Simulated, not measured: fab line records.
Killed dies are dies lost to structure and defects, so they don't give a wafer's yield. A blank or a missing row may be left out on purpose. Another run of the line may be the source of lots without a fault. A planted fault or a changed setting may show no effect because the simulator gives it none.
The tool behind it: which one? + flow nand harc + 13 lots, 39 wafers sampled, at 4 steps of a route of 1159

== WHAT THE GAUGES SHOWED, per wafer ==
NHARC_A_BLC_OVL_MEAS_11. Usual: overlay x nm 0.2 nm, standard deviation 0.98; overlay y nm -0.3 nm, standard deviation 0.67.
| lot  | measured     | on         | overlay x nm (nm) | overlay y nm (nm) | flag |
|------|--------------|------------|-------------------|-------------------|------|
| L865 | day 17 09:19 | overlay-01 | -0.1 0.1 -0.4     | -0.7 0.1 -0.2     |      |
| L864 | day 17 11:27 | overlay-01 | -0.1 0.0 -0.3     | -0.2 -0.3 0.2     |      |
| L866 | day 17 17:55 | overlay-02 | 0.6 0.5 0.4       | -0.5 -0.3 -0.3    |      |
| L867 | day 17 18:10 | overlay-01 | 0.1 0.9 0.6       | -0.1 0.4 0.2      |      |
| L869 | day 18 09:30 | overlay-02 | 0.7 0.8 0.8       | -0.5 -0.5 0.2     |      |
| L873 | day 19 05:13 | overlay-02 | 0.4 -0.4 0.2      | -0.1 0.3 0.5      |      |
| L875 | day 19 22:54 | overlay-01 | -0.7 -1.0 -0.5    | 0.0 -0.2 0.0      |      |
| L877 | day 20 04:26 | overlay-02 | -0.1 -0.7 0.0     | -1.4 -1.6 -1.2    |      |
| L876 | day 20 06:09 | overlay-01 | 0.3 -0.6 -0.1     | -0.1 -0.3 -0.3    |      |
| L880 | day 20 22:17 | overlay-01 | -0.5 -0.5 -0.8    | -0.1 -0.8 -0.9    |      |
| L878 | day 20 21:32 | overlay-01 | 0.6 0.0 0.3       | 0.6 0.8 0.7       |      |
| L887 | day 22 06:59 | overlay-02 | 1.4 1.2 1.4       | -0.3 -0.6 -0.1    |      |
| L885 | day 22 22:28 | overlay-01 | 1.0 1.1 1.7       | -0.8 -1.4 -0.6    |      |

== WHAT TOOL EACH LOT RAN ON (gives the tool, then ch and the chambers of the sampled wafers, and finally the start) ==
| lot  | NHARC_A_CONTACT_ETCH_31                       | NHARC_A_CONTACT_CMP_20        | NHARC_A_BLC_SOFTBAKE_05           |
|------|-----------------------------------------------|-------------------------------|-----------------------------------|
| L865 | rie diel-01 ch 0,1, day 17 08:22 or earlier   | cmp-03 ch 0,2,3, day 17 08:22 | litho track-06 ch 0, day 17 08:00 |
| L864 | rie diel-11 ch 0,2,3, day 17 10:34 or earlier | cmp-04 ch 0,3, day 17 10:34   | litho track-04 ch 0, day 17 11:00 |
| L866 | rie diel-11 ch 1,3, day 17 16:55 or earlier   | cmp-03 ch 0,1,2, day 17 16:55 | litho track-01 ch 0, day 17 17:00 |
| L867 | rie diel-01 ch 0,1,3, day 17 17:12 or earlier | cmp-03 ch 0,1, day 17 17:12   | litho track-01 ch 0, day 17 17:00 |
| L869 | rie diel-11 ch 0,3, day 18 08:30 or earlier   | cmp-03 ch 0,1,2, day 18 08:30 | litho track-06 ch 0, day 18 08:00 |
| L873 | rie diel-07 ch 1,3, day 19 04:13 or earlier   | cmp-01 ch 1,3, day 19 04:13   | litho track-01 ch 0, day 19 04:00 |
| L875 | rie diel-11 ch 0,1,3, day 19 21:54 or earlier | cmp-01 ch 0,2,3, day 19 21:54 | litho track-04 ch 0, day 19 22:00 |
| L877 | rie diel-07 ch 0,1,3, day 20 03:26 or earlier | cmp-01 ch 0,1,2, day 20 03:26 | litho track-06 ch 0, day 20 03:00 |
| L876 | rie diel-07 ch 0,2, day 20 05:17 or earlier   | cmp-01 ch 0,1,3, day 20 05:17 | litho track-06 ch 0, day 20 05:00 |
| L880 | rie diel-01 ch 0,1,2, day 20 21:16 or earlier | cmp-04 ch 1,2,3, day 20 21:16 | litho track-01 ch 0, day 20 21:00 |
| L878 | rie diel-11 ch 0,1,2, day 20 20:37 or earlier | cmp-04 ch 0,2,3, day 20 20:37 | litho track-06 ch 0, day 20 21:00 |
| L887 | rie diel-11 ch 1,2,3, day 22 05:59 or earlier | cmp-01 ch 1,2,3, day 22 05:59 | litho track-01 ch 0, day 22 06:00 |
| L885 | rie diel-07 ch 0,2,3, day 22 21:29 or earlier | cmp-04 ch 1,3, day 22 21:29   | litho track-01 ch 0, day 22 21:00 |
- NHARC_A_CONTACT_ETCH_31: etches the open film in O2/COS, target depth 2000 nm, time 520 s.
- NHARC_A_CONTACT_CMP_20: polishes, t overpolish 30 s, target thk 300 nm.
- NHARC_A_BLC_SOFTBAKE_05: time 55 s.

== AS READ BY THE TOOLS THEMSELVES (means over the sampled wafers that have a number; for cases with no such wafer, the mark the record gives instead) ==
NHARC_A_CONTACT_ETCH_31. Usual: drypump motor current A 5.8 A, standard deviation 0.31; oes product au 1.001 a.u., standard deviation 0.0078; rf vpp V 314.1 V, standard deviation 2.1; showerhead plenum p Torr 3.13 Torr, standard deviation 0.13; throttle valve pct 28.330 %, standard deviation 0.0092.
| lot  | tool        | drypump motor current A (A) | oes product au (a.u.) | rf vpp V (V) | showerhead plenum p Torr (Torr) | throttle valve pct (%) | flag |
|------|-------------|-----------------------------|-----------------------|--------------|---------------------------------|------------------------|------|
| L865 | rie diel-01 | 6.3                         | 1.001                 | 316.6        | 3.27                            | 28.328                 |      |
| L864 | rie diel-11 | 5.6                         | 1.003                 | 315.8        | 3.18                            | 28.320                 |      |
| L866 | rie diel-11 | 5.9                         | 0.998                 | 312.5        | 3.01                            | 28.333                 |      |
| L867 | rie diel-01 | 6.0                         | 1.000                 | 315.8        | 3.22                            | 28.338                 |      |
| L869 | rie diel-11 | 5.7                         | 1.005                 | 313.0        | 3.04                            | 28.337                 |      |
| L873 | rie diel-07 | 5.7                         | 0.995                 | 313.6        | 3.09                            | 28.338                 |      |
| L875 | rie diel-11 | 5.9                         | 0.991                 | 312.9        | 3.11                            | 28.326                 |      |
| L877 | rie diel-07 | 5.8                         | 1.006                 | 312.7        | 3.03                            | 28.328                 |      |
| L876 | rie diel-07 | 5.8                         | 0.996                 | 313.3        | 3.09                            | 28.329                 |      |
| L880 | rie diel-01 | 6.0                         | 1.009                 | 315.4        | 3.18                            | 28.342                 |      |
| L878 | rie diel-11 | 5.8                         | 1.009                 | 316.2        | 3.23                            | 28.339                 |      |
| L887 | rie diel-11 | 5.9                         | 0.997                 | 313.6        | 3.12                            | 28.333                 |      |
| L885 | rie diel-07 | 5.7                         | 0.996                 | 313.8        | 3.09                            | 28.327                 |      |

NHARC_A_CONTACT_CMP_20. Usual: motor current A 11.8 A, standard deviation 0.9; overpolish run s 30.001 s, standard deviation 0.0086; time to endpoint s 60.2 s, standard deviation 2.7.
| lot  | tool   | motor current A (A) | overpolish run s (s) | time to endpoint s (s) | flag |
|------|--------|---------------------|----------------------|------------------------|------|
| L865 | cmp-03 | 12.2                | 30.008               | 56.0                   |      |
| L864 | cmp-04 | 11.9                | 29.995               | 65.0                   |      |
| L866 | cmp-03 | 11.8                | 29.999               | 61.1                   |      |
| L867 | cmp-03 | 11.2                | 30.004               | 61.6                   |      |
| L869 | cmp-03 | 11.9                | 29.996               | 60.2                   |      |
| L873 | cmp-01 | 13.1                | 29.995               | 58.0                   |      |
| L875 | cmp-01 | 12.1                | 29.996               | 60.2                   |      |
| L877 | cmp-01 | 11.5                | 29.998               | 61.2                   |      |
| L876 | cmp-01 | 12.1                | 30.001               | 60.3                   |      |
| L880 | cmp-04 | 10.9                | 29.999               | 60.4                   |      |
| L878 | cmp-04 | 11.2                | 29.998               | 64.6                   |      |
| L887 | cmp-01 | 12.4                | 30.007               | 55.8                   |      |
| L885 | cmp-04 | 10.9                | 30.007               | 58.1                   |      |

NHARC_A_BLC_SOFTBAKE_05. Usual: heater power total W reads 188.43 W (standard deviation 0.13).
| lot  | tool           | heater power total W (W) | flag |
|------|----------------|--------------------------|------|
| L865 | litho track-06 | 188.41                   |      |
| L864 | litho track-04 | 188.44                   |      |
| L866 | litho track-01 | 188.49                   |      |
| L867 | litho track-01 | 188.48                   |      |
| L869 | litho track-06 | 188.38                   |      |
| L873 | litho track-01 | 188.57                   |      |
| L875 | litho track-04 | 188.31                   |      |
| L877 | litho track-06 | 188.48                   |      |
| L876 | litho track-06 | 188.57                   |      |
| L880 | litho track-01 | 188.47                   |      |
| L878 | litho track-06 | 188.42                   |      |
| L887 | litho track-01 | 166.85                   | OFF  |
| L885 | litho track-01 | 166.93                   | OFF  |

== THE ANSWER, worked out from the rows above alone ==
Rule: a lot counts as off when the mean over its wafers that have a number is more than 3 standard deviations away from the usual mean. Also off: a lot with no number at a reading for which 4 or more lots have one. All remaining lots with rows at the step are treated as sound. First the gauges in route order, then the tools' own readings, where a lot's mean is used as printed above. The first step at which some lot is off is used, and at that step the reading that is off furthest; a lot without a number counts as furthest.
Off: L887, L885 (NHARC_A_BLC_SOFTBAKE_05, heater power total W).
A tool fits if, at that step or a process step before it, it ran every lot that is off, and no sound lot after the first of them. With no start given for some of its lots, NHARC_A_CONTACT_ETCH_31 uses the hours and lot order of NHARC_A_CONTACT_CMP_20. One fits: NHARC_A_BLC_SOFTBAKE_05 on litho track-01. Its last sound lot is L880 (day 20 21:00), its first lot that is off L887 (day 22 06:00): a fault that began between those two fits.
The tool's own readings at NHARC_A_BLC_SOFTBAKE_05 bear it out: on the lots that are off they differ by more than 5 times the standard deviation of the sound lots' means. heater power total W reads 166.89 W there against 188.46 W on the sound lots.

== WHAT THE SIMULATOR HAD PUT IN ==
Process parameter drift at NHARC_A_BLC_SOFTBAKE_05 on litho track-01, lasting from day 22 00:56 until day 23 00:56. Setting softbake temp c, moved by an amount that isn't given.
Struck lots among those shown: L887, L885. Same finding as the rule above.
